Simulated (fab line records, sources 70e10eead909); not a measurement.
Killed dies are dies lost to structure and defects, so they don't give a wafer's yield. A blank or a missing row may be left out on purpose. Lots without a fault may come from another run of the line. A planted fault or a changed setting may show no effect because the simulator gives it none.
fab line records | flow nand_harc
record lots=6 wafers=17 last_day=34
route steps=1302 shown A_SOURCE_PLATE@418 A_ONON_D1@424 END@1302
lots that met no fault: from a run of the same line without faults
start_h: hours from the record's first day to the start of the lot's first wafer shown | wait_h: hours since the lot's step before | " the same as in the row above | L1.1+2: a row that stands for several wafers | - no value, or no start given | * or withheld: withheld | < > ~ a bound
route shown NAME@n: a module of which the file shows steps, and the number in the route of the first | usual: mean/standard deviation of fault-free wafers | same: alike in all rows | chamber/n: place in a boat | sites: the reading at each site | _std_site: their standard deviation | _edge_site: outer sites' mean less inner sites' | radius_mm: how far each site lies from the wafer's centre | mask NAME#n: copy n | behind: the tool/chamber that last shaped the wafer | hold: why the lot was held/for how many hours/how that ended | device: the transistor (n, p or np) that didn't switch | end of line: the same wafers' tests at the end of the route | a step without rows: its recipe alone | killed: dies lost to structure and defects at the first sort, not the wafer's yield | map: a wafer's dies, x killed, . not, _ none there
set.NAME: the setting as run; set.NAME@STEP: as run at that earlier step | model.NAME: the simulator's own value behind a step, which no gauge read
lots at some steps of the route; a table a step, a row a wafer
services: from which hour (start_h, from the record's first day; less than 0 if before it) a tool's chamber was out of use, for how many hours, and why
## steps
# step NHARC_A_SOURCE_PLATE_CVD_03
# recipe target_thk_a=2000 temp_c=620 pressure_mtorr=200 time_s=4000 material=poly-Si
# step NHARC_A_SOURCE_PLATE_ANNEAL_05
# recipe temp_c=850 time_s=1800
# step NHARC_A_SOURCE_PLATE_THK_MEAS_06
# recipe thk_meas_gauge=ellipsometry
# usual thk_nm=199.7/2.4
# columns lot.wafer tool chamber start_h wait_h thk_nm
L861.1 film_metro-01 - 234.62 0.4 203.1
L861.3 " - " " 202.5
L861.5 " - " " 203.2
L860.2 film_metro-02 - 234.62 0.4 199.0
L860.4 " - " " 199.7
L860.5 " - " " 201.6
L867.1 film_metro-01 - 311.67 0.4 194.3
L867.5 " - " " 196.1
L869.1 film_metro-01 - 328.01 0.4 203.6
L869.3 " - " " 202.7
L869.4 " - " " 203.0
L876.1 film_metro-01 - 387.68 0.4 202.2
L876.2 " - " " 203.3
L876.5 " - " " 202.2
L875.1 film_metro-01 - 415.43 0.4 204.1
L875.4 " - " " 202.6
L875.5 " - " " 199.0
# step NHARC_A_SOURCE_PLATE_INSPECT_08
# usual raw_defect_count=57/21
# columns lot.wafer tool chamber start_h wait_h raw_defect_count
L861.1 defect_inspect-01 - 234.68 0.0 116
L861.3 " - " " 61
L861.5 " - " " 92
L860.2 defect_inspect-02 - 234.68 0.0 62
L860.4 " - " " 44
L860.5 " - " " 63
L867.1 defect_inspect-01 - 311.78 0.0 42
L867.5 " - " " 94
L869.1 defect_inspect-01 - 328.08 0.0 62
L869.3 " - " " 76
L869.4 " - " " 49
L876.1 defect_inspect-02 - 387.75 0.0 55
L876.2 " - " " 97
L876.5 " - " " 76
L875.1 defect_inspect-01 - 415.49 0.0 40
L875.4 " - " " 47
L875.5 " - " " 35
# step NHARC_A_ONON_D1_DEP_00
# recipe target_thk_a=10000 n2_flow_sccm=2750 n2o_flow_sccm=2000 nh3_flow_sccm=500 sih4_flow_sccm=210 temp_c=400
# step NHARC_A_ONON_D1_THK_MEAS_02
# recipe thk_meas_gauge=ellipsometry
# usual thk_nm=1002/11
# columns lot.wafer tool chamber start_h wait_h thk_nm
L860.2 film_metro-02 - 235.25 - 1007
L860.4 " - " " 1006
L860.5 " - " " 1004
L861.1 film_metro-01 - 235.26 - 999
L861.3 " - " " 1000
L861.5 " - " " 1002
L867.1 film_metro-01 - 312.36 - 984
L867.5 " - " " 984
L869.1 film_metro-02 - 328.65 - 1010
L869.3 " - " " 1009
L869.4 " - " " 1009
L876.1 film_metro-01 - 388.31 - 989
L876.2 " - " " 988
L876.5 " - " " 990
L875.1 film_metro-01 - 416.06 - 983
L875.4 " - " " 983
L875.5 " - " " 983
# step NHARC_A_ONON_D1_DEP_03
# recipe target_thk_a=10000 n2_flow_sccm=2750 n2o_flow_sccm=2000 nh3_flow_sccm=500 sih4_flow_sccm=210 temp_c=400
# step NHARC_A_ONON_D1_THK_MEAS_05
# recipe thk_meas_gauge=ellipsometry
# usual thk_nm=1001/7.9
# columns lot.wafer tool chamber start_h wait_h thk_nm
L860.2 film_metro-02 - 235.82 - 1011
L860.4 " - " " 1011
L860.5 " - " " 1012
L861.1 film_metro-01 - 235.83 - 1009
L861.3 " - " " 1010
L861.5 " - " " 1010
L867.1 film_metro-01 - 312.92 - 1001
L867.5 " - " " 1001
L869.1 film_metro-01 - 329.23 - 996
L869.3 " - " " 996
L869.4 " - " " 994
L876.1 film_metro-02 - 388.88 - 997
L876.2 " - " " 997
L876.5 " - " " 998
L875.1 film_metro-01 - 416.77 - 989
L875.4 " - " " 988
L875.5 " - " " 987
# step NHARC_A_ONON_D1_DEP_06
# recipe target_thk_a=10000 n2_flow_sccm=2750 n2o_flow_sccm=2000 nh3_flow_sccm=500 sih4_flow_sccm=210 temp_c=400
# step NHARC_A_ONON_D1_THK_MEAS_08
# recipe thk_meas_gauge=ellipsometry
# usual thk_nm=1000/9.8
# columns lot.wafer tool chamber start_h wait_h thk_nm
L860.2 film_metro-01 - 236.41 - 984
L860.4 " - " " 985
L860.5 " - " " 982
L861.1 film_metro-02 - 236.42 - 1002
L861.3 " - " " 1004
L861.5 " - " " 1002
L867.1 film_metro-02 - 313.49 - 1017
L867.5 " - " " 1018
L869.1 film_metro-02 - 329.80 - 1007
L869.3 " - " " 1005
L869.4 " - " " 1008
L876.1 film_metro-01 - 389.46 - 1020
L876.2 " - " " 1020
L876.5 " - " " 1021
L875.1 film_metro-01 - 417.47 - 1012
L875.4 " - " " 1014
L875.5 " - " " 1013
# step NHARC_A_ONON_D1_DEP_09
# recipe target_thk_a=10000 n2_flow_sccm=2750 n2o_flow_sccm=2000 nh3_flow_sccm=500 sih4_flow_sccm=210 temp_c=400
# columns lot.wafer tool chamber start_h wait_h
L861.1+3+5 pecvd_onon-01 0 236.48 0.1
L860.2+4+5 pecvd_onon-02 0 236.52 0.1
L867.1+5 pecvd_onon-03 0 313.54 0.1
L869.1+3+4 pecvd_onon-03 0 329.86 0.1
L876.1+2+5 pecvd_onon-03 0 389.51 0.1
L875.1+4+5 pecvd_onon-01 0 417.66 0.2
# step NHARC_A_ONON_D1_THK_MEAS_11
# recipe thk_meas_gauge=ellipsometry
# usual thk_nm=995/11
# columns lot.wafer tool chamber start_h wait_h thk_nm
L860.2 film_metro-01 - 236.97 - 976
L860.4 " - " " 975
L860.5 " - " " 975
L861.1 film_metro-02 - 237.02 - 991
L861.3 " - " " 990
L861.5 " - " " 991
L867.1 film_metro-02 - 314.08 - 1589
L867.5 " - " " 1588
L869.1 film_metro-01 - 330.37 - 1614
L869.3 " - " " 1016
L869.4 " - " " 1017
L876.1 film_metro-02 - 390.02 - 1000
L876.2 " - " " 999
L876.5 " - " " 1000
L875.1 film_metro-01 - 418.17 - 1006
L875.4 " - " " 1003
L875.5 " - " " 1003
# step NHARC_A_ONON_D1_DEP_12
# recipe target_thk_a=10000 n2_flow_sccm=2750 n2o_flow_sccm=2000 nh3_flow_sccm=500 sih4_flow_sccm=210 temp_c=400
# step NHARC_END_SORT_01
# recipe temp_c=25
# usual killed_at_array=58/15 killed_at_other=0.8/1.2 killed_at_periphery=3.5/2.5 killed_dies=62/15 killed_open=3.2/1.7 killed_short=2.4/1.5
# same gross_dies=677
# columns lot.wafer tool chamber start_h wait_h killed_at_array killed_at_other killed_at_periphery killed_dies killed_open killed_short
L860.2 prober-02 0 644.93 2.8 64 2 4 70 3 5
L860.4 prober-02 0 646.54 3.4 54 0 5 59 3 2
L860.5 prober-02 0 647.34 3.7 58 0 8 66 3 3
L861.1 prober-02 0 651.95 2.5 86 1 1 88 2 0
L861.3 prober-02 0 653.53 3.1 98 1 3 102 4 3
L861.5 prober-02 0 655.12 3.7 84 1 2 87 4 1
L867.1 prober-01 0 723.47 2.5 671 4 2 677 6 2
L867.5 prober-01 0 726.69 3.7 669 1 7 677 6 3
L869.1 prober-02 0 723.47 2.5 676 0 1 677 2 3
L869.3 prober-02 0 725.09 3.1 67 2 3 72 4 3
L869.4 prober-02 0 725.90 3.4 72 0 4 76 0 4
L876.1 prober-01 0 786.88 2.5 47 1 1 49 3 2
L876.2 prober-01 0 787.68 2.8 50 1 3 54 2 6
L876.5 prober-01 0 790.08 3.7 53 2 4 59 6 4
L875.1 prober-01 0 823.03 2.5 53 1 4 58 6 2
L875.4 prober-01 0 825.46 3.4 49 0 5 54 0 4
L875.5 prober-01 0 826.26 3.7 44 0 5 49 6 4
# killed by level:class
L860.2 A_CHANNEL_HOLE_D2:chamber_film_flake=32 A_CONTACT:chamber_film_flake=9 A_STAIRCASE:chamber_film_flake=8 A_SLIT:chamber_film_flake=3 P_ZERO_WELL:chamber_film_flake=2 A_CHANNEL_FILL_D2:chamber_film_flake=2 THIN_TSV:chamber_film_flake=2 A_M1:chamber_film_flake=2
L860.4 A_CHANNEL_HOLE_D2:chamber_film_flake=32 A_CONTACT:chamber_film_flake=8 A_STAIRCASE:chamber_film_flake=6 P_ZERO_WELL:chamber_film_flake=3 A_SLIT:chamber_film_flake=3 P_M0:geometric_particle:open=2 A_CHANNEL_HOLE_D1:chamber_film_flake=2 A_CHANNEL_HOLE_D1:geometric_particle:short=1
L860.5 A_CHANNEL_HOLE_D2:chamber_film_flake=31 A_STAIRCASE:chamber_film_flake=8 A_CHANNEL_HOLE_D1:chamber_film_flake=5 P_ZERO_WELL:chamber_film_flake=3 P_BONDPAD:chamber_film_flake=3 A_CONTACT:chamber_film_flake=3 A_M1:chamber_film_flake=3 A_ONON_D2:geometric_particle:short=2
L861.1 A_CHANNEL_HOLE_D1:chamber_film_flake=39 A_SLIT:chamber_film_flake=28 A_CHANNEL_HOLE_D2:chamber_film_flake=7 A_CONTACT:chamber_film_flake=3 A_DECK1_JOINT:chamber_film_flake=2 A_STAIRCASE:chamber_film_flake=2 A_BONDPAD:chamber_film_flake=2 A_CHANNEL_FILL_D1:geometric_particle:open=1
L861.3 A_SLIT:chamber_film_flake=34 A_CHANNEL_HOLE_D1:chamber_film_flake=30 A_CHANNEL_HOLE_D2:chamber_film_flake=15 A_CONTACT:chamber_film_flake=5 A_STAIRCASE:chamber_film_flake=3 A_BONDPAD:chamber_film_flake=3 P_GATE:geometric_particle:open=1 P_CONTACT:geometric_particle:short=1
L861.5 A_CHANNEL_HOLE_D1:chamber_film_flake=35 A_SLIT:chamber_film_flake=30 A_STAIRCASE:chamber_film_flake=5 A_CHANNEL_HOLE_D2:chamber_film_flake=4 A_CHANNEL_FILL_D2:geometric_particle:open=2 A_WL_FILL:chamber_film_flake=2 A_BONDPAD:chamber_film_flake=2 A_CONTACT:geometric_particle:open=1
L867.1 A_ONON_D1:area_dep=637 A_STAIRCASE:chamber_film_flake=11 A_CHANNEL_HOLE_D1:chamber_film_flake=6 A_SLIT:chamber_film_flake=4 A_BONDPAD:chamber_film_flake=4 A_ONON_D2:geometric_particle:open=3 THIN_TSV:chamber_film_flake=3 P_M0:geometric_particle:open=1
L869.1 A_ONON_D1:area_dep=587 A_SLIT:chamber_film_flake=41 A_CHANNEL_HOLE_D1:chamber_film_flake=34 A_SGD_CUT:chamber_film_flake=3 A_CHANNEL_FILL_D2:chamber_film_flake=2 A_WL_FILL:chamber_film_flake=2 A_BONDPAD:chamber_film_flake=2 A_CHANNEL_HOLE_D1:geometric_particle:short=1
L869.3 A_CHANNEL_HOLE_D1:chamber_film_flake=29 A_SLIT:chamber_film_flake=23 A_STAIRCASE:chamber_film_flake=3 A_ONON_D1:geometric_particle:open=2 A_CHANNEL_FILL_D2:chamber_film_flake=2 A_BONDPAD:chamber_film_flake=2 THIN_TSV:chamber_film_flake=2 P_M1:geometric_particle:short=1
L869.4 A_SLIT:chamber_film_flake=36 A_CHANNEL_HOLE_D1:chamber_film_flake=30 P_CONTACT:geometric_particle:short=1 P_M0:geometric_particle:short=1 A_DECK1_JOINT:geometric_particle:short=1 A_CHANNEL_FILL_D2:geometric_particle:short=1 P_STI:chamber_film_flake=1 P_GATE:chamber_film_flake=1
L867.5 A_ONON_D1:area_dep=634 A_CONTACT:chamber_film_flake=7 A_STAIRCASE:chamber_film_flake=6 A_SLIT:chamber_film_flake=6 A_CHANNEL_HOLE_D1:chamber_film_flake=5 A_BONDPAD:chamber_film_flake=4 P_GATE:chamber_film_flake=3 P_GATE:geometric_particle:open=2
L876.1 A_CHANNEL_HOLE_D1:chamber_film_flake=22 A_CONTACT:chamber_film_flake=7 A_DECK1_JOINT:chamber_film_flake=4 A_SLIT:chamber_film_flake=4 A_BLC:chamber_film_flake=3 A_CHANNEL_FILL_D2:geometric_particle:short=2 A_CHANNEL_FILL_D1:geometric_particle:open=1 A_WL_FILL:geometric_particle:open=1
L876.2 A_CHANNEL_HOLE_D1:chamber_film_flake=28 A_SLIT:chamber_film_flake=5 A_STAIRCASE:chamber_film_flake=4 A_BLC:chamber_film_flake=3 A_ONON_D2:geometric_particle:short=2 A_CONTACT:chamber_film_flake=2 P_CONTACT:geometric_particle:short=1 P_M1:geometric_particle:open=1
L876.5 A_CHANNEL_HOLE_D1:chamber_film_flake=19 A_CONTACT:chamber_film_flake=8 A_SLIT:chamber_film_flake=8 A_BLC:chamber_film_flake=6 A_CHANNEL_HOLE_D2:chamber_film_flake=3 A_STAIRCASE:chamber_film_flake=3 P_CONTACT:geometric_particle:short=2 P_M0:geometric_particle:open=1
L875.1 A_SLIT:chamber_film_flake=35 A_CONTACT:chamber_film_flake=5 A_CHANNEL_HOLE_D2:chamber_film_flake=3 P_M0:geometric_particle:open=2 P_ZERO_WELL:chamber_film_flake=2 A_STAIRCASE:chamber_film_flake=2 A_SOURCE_PLATE:geometric_particle:open=1 A_ONON_D1:geometric_particle:short=1
L875.4 A_SLIT:chamber_film_flake=36 P_BONDPAD:chamber_film_flake=3 A_CHANNEL_HOLE_D2:chamber_film_flake=3 A_STAIRCASE:chamber_film_flake=2 A_CONTACT:chamber_film_flake=2 P_STI:geometric_particle:short=1 A_ONON_D1:geometric_particle:short=1 A_CHANNEL_HOLE_D1:geometric_particle:short=1
L875.5 A_SLIT:chamber_film_flake=25 A_CHANNEL_HOLE_D2:chamber_film_flake=5 P_BONDPAD:chamber_film_flake=3 A_CONTACT:chamber_film_flake=3 A_STAIRCASE:chamber_film_flake=2 P_CONTACT:geometric_particle:open=1 P_M1:geometric_particle:short=1 A_ONON_D1:geometric_particle:short=1
# map L867.1 (x killed, . not)
____________x____________
_________xxxxxxx_________
_______xxxxxxxxxxx_______
______xxxxxxxxxxxxx______
_____xxxxxxxxxxxxxxx_____
____xxxxxxxxxxxxxxxxx____
____xxxxxxxxxxxxxxxxx____
___xxxxxxxxxxxxxxxxxxx___
___xxxxxxxxxxxxxxxxxxx___
__xxxxxxxxxxxxxxxxxxxxx__
__xxxxxxxxxxxxxxxxxxxxx__
_xxxxxxxxxxxxxxxxxxxxxxx_
_xxxxxxxxxxxxxxxxxxxxxxx_
_xxxxxxxxxxxxxxxxxxxxxxx_
_xxxxxxxxxxxxxxxxxxxxxxx_
_xxxxxxxxxxxxxxxxxxxxxxx_
xxxxxxxxxxxxxxxxxxxxxxxxx
xxxxxxxxxxxxxxxxxxxxxxxxx
xxxxxxxxxxxxxxxxxxxxxxxxx
xxxxxxxxxxxxxxxxxxxxxxxxx
xxxxxxxxxxxxxxxxxxxxxxxxx
_xxxxxxxxxxxxxxxxxxxxxxx_
_xxxxxxxxxxxxxxxxxxxxxxx_
_xxxxxxxxxxxxxxxxxxxxxxx_
_xxxxxxxxxxxxxxxxxxxxxxx_
_xxxxxxxxxxxxxxxxxxxxxxx_
__xxxxxxxxxxxxxxxxxxxxx__
__xxxxxxxxxxxxxxxxxxxxx__
___xxxxxxxxxxxxxxxxxxx___
___xxxxxxxxxxxxxxxxxxx___
____xxxxxxxxxxxxxxxxx____
____xxxxxxxxxxxxxxxxx____
_____xxxxxxxxxxxxxxx_____
______xxxxxxxxxxxxx______
_______xxxxxxxxxxx_______
_________xxxxxxx_________
____________x____________
# map L869.1 (x killed, . not)
____________x____________
_________xxxxxxx_________
_______xxxxxxxxxxx_______
______xxxxxxxxxxxxx______
_____xxxxxxxxxxxxxxx_____
____xxxxxxxxxxxxxxxxx____
____xxxxxxxxxxxxxxxxx____
___xxxxxxxxxxxxxxxxxxx___
___xxxxxxxxxxxxxxxxxxx___
__xxxxxxxxxxxxxxxxxxxxx__
__xxxxxxxxxxxxxxxxxxxxx__
_xxxxxxxxxxxxxxxxxxxxxxx_
_xxxxxxxxxxxxxxxxxxxxxxx_
_xxxxxxxxxxxxxxxxxxxxxxx_
_xxxxxxxxxxxxxxxxxxxxxxx_
_xxxxxxxxxxxxxxxxxxxxxxx_
xxxxxxxxxxxxxxxxxxxxxxxxx
xxxxxxxxxxxxxxxxxxxxxxxxx
xxxxxxxxxxxxxxxxxxxxxxxxx
xxxxxxxxxxxxxxxxxxxxxxxxx
xxxxxxxxxxxxxxxxxxxxxxxxx
_xxxxxxxxxxxxxxxxxxxxxxx_
_xxxxxxxxxxxxxxxxxxxxxxx_
_xxxxxxxxxxxxxxxxxxxxxxx_
_xxxxxxxxxxxxxxxxxxxxxxx_
_xxxxxxxxxxxxxxxxxxxxxxx_
__xxxxxxxxxxxxxxxxxxxxx__
__xxxxxxxxxxxxxxxxxxxxx__
___xxxxxxxxxxxxxxxxxxx___
___xxxxxxxxxxxxxxxxxxx___
____xxxxxxxxxxxxxxxxx____
____xxxxxxxxxxxxxxxxx____
_____xxxxxxxxxxxxxxx_____
______xxxxxxxxxxxxx______
_______xxxxxxxxxxx_______
_________xxxxxxx_________
____________x____________
## services
# columns tool chamber start_h hours kind
pecvd_onon-03 - 227.30 13.0 pm
pecvd_onon-01 - 269.37 13.0 pm
pecvd_onon-02 - 366.00 13.0 pm
pecvd_onon-03 - 408.49 13.0 pm
## key
first_sign step=NHARC_A_ONON_D1_THK_MEAS_11 reading=thk_nm direction=up sigmas=53 usual=995 struck=1597
effect step=NHARC_END_SORT_01 reading=killed_dies direction=up sigmas=42 usual=62 struck=677
more_kills_born_at NHARC_A_ONON_D1_DEP_09@pecvd_onon-03=1858
met_at NHARC_A_ONON_D1_DEP_09
struck_wafers L867.1,L867.5,L869.1
later_rows_left_out L867.1,L867.5,L869.1
tester_left_out L867,L869
fault kind=process_parameter_drift tool=pecvd_onon-03 chamber=- onset_h=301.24 steps=NHARC_A_ONON_D1_DEP_09 channel=target_thk_a offset=* shape=step end_h=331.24 scope=struck_wafers_only acts_in=* stated=*
# tester_left_out: of these lots the tester's yield and bins aren't shown, on N5 and GAA mostly nor the transistor test; their killed dies are dies lost to structure and defects alone, not to doping, threshold or leakage, so they don't give the yield
# later_rows_left_out: the simulator's readings of these wafers behind a module that went badly wrong aren't trusted and aren't shown, but for the sort
